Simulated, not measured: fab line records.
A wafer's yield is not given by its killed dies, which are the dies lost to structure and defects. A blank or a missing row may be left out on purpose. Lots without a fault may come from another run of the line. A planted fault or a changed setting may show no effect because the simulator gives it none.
Matching of chambers	flow n5 finfet	N5_MOL_CONTACT_COAG_STRIP_96 on rie diel-05: 4 sister chambers
The step strips in N2/H2. 22 wafers are shown with their chamber, then 11 later ones without.

EACH WAFER AND ITS CHAMBER
wafer	chamber	throttle valve pct (%)	drypump motor current A (A)	showerhead plenum p Torr (Torr)
L076.3	2	19.15	5.9	3.46
L076.4	0	18.86	6.4	3.47
L076.6	3	19.70	5.7	3.34
L078.3	3	19.73	5.7	3.34
L078.4	0	18.84	6.4	3.47
L078.5	3	19.72	5.7	3.34
L080.2	1	18.75	5.1	3.35
L080.3	3	19.74	5.7	3.33
L080.5	1	18.72	5.1	3.35
L081.2	1	18.78	5.1	3.35
L081.3	0	18.87	6.5	3.47
L081.6	1	18.75	5.1	3.35
L084.1	1	18.76	5.1	3.34
L084.3	0	18.90	6.4	3.46
L084.6	1	18.77	5.1	3.34
L088.2	0	18.91	6.5	3.46
L088.3	1	18.77	5.0	3.34
L088.4	2	19.17	6.0	3.45
L089.2	2	19.17	6.0	3.44
L089.3	0	18.89	6.5	3.46
L089.4	1	18.76	5.1	3.34
L092.4	1	18.80	5.1	3.34

SIGNATURES (means of the wafers above)
reading	chamber 0	chamber 1	chamber 2	chamber 3	scatter within a chamber
throttle valve pct	18.8783	18.7622	19.1633	19.7225	0.0218
drypump motor current A	6.450	5.089	5.967	5.700	0.0412
showerhead plenum p Torr	3.4650	3.3444	3.4500	3.3375	0.006
Rule: distance of a wafer from a chamber = root of the sum over the readings of ((wafer's reading minus chamber's mean) / reading's scatter) squared. If the next closest chamber is less than 2 further off than the closest, the wafer can't be placed; otherwise it belongs to the closest. The scatter: take each reading less its chamber's mean, square it, sum over the shown wafers, divide by the number of wafers less the number of chambers, and take the root.

WAFERS WHOSE CHAMBER IS MISSING
wafer	throttle valve pct (%)	drypump motor current A (A)	showerhead plenum p Torr (Torr)
L092.5	19.77	5.7	3.32
L092.6	18.90	6.5	3.45
L094.1	18.80	5.1	3.33
L094.2	18.90	6.5	3.45
L094.4	18.78	6.0	3.44
L095.2	18.93	6.4	3.45
L095.3	18.82	5.1	3.33
L095.6	18.79	6.0	3.44
L096.3	18.92	6.5	3.45
L096.4	18.82	5.1	3.33
L096.5	18.76	5.9	3.44

CHAMBER TAKEN BY EACH
wafer	from the rows above	in truth
L092.5	3	3
L092.6	0	0
L094.1	1	1
L094.2	0	0
L094.4	0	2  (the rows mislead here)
L095.2	0	0
L095.3	1	1
L095.6	0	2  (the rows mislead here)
L096.3	0	0
L096.4	1	1
L096.5	0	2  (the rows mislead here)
Correct placement for 8 of the 11. Not placeable from these rows: 0. Placed wrongly: 3.
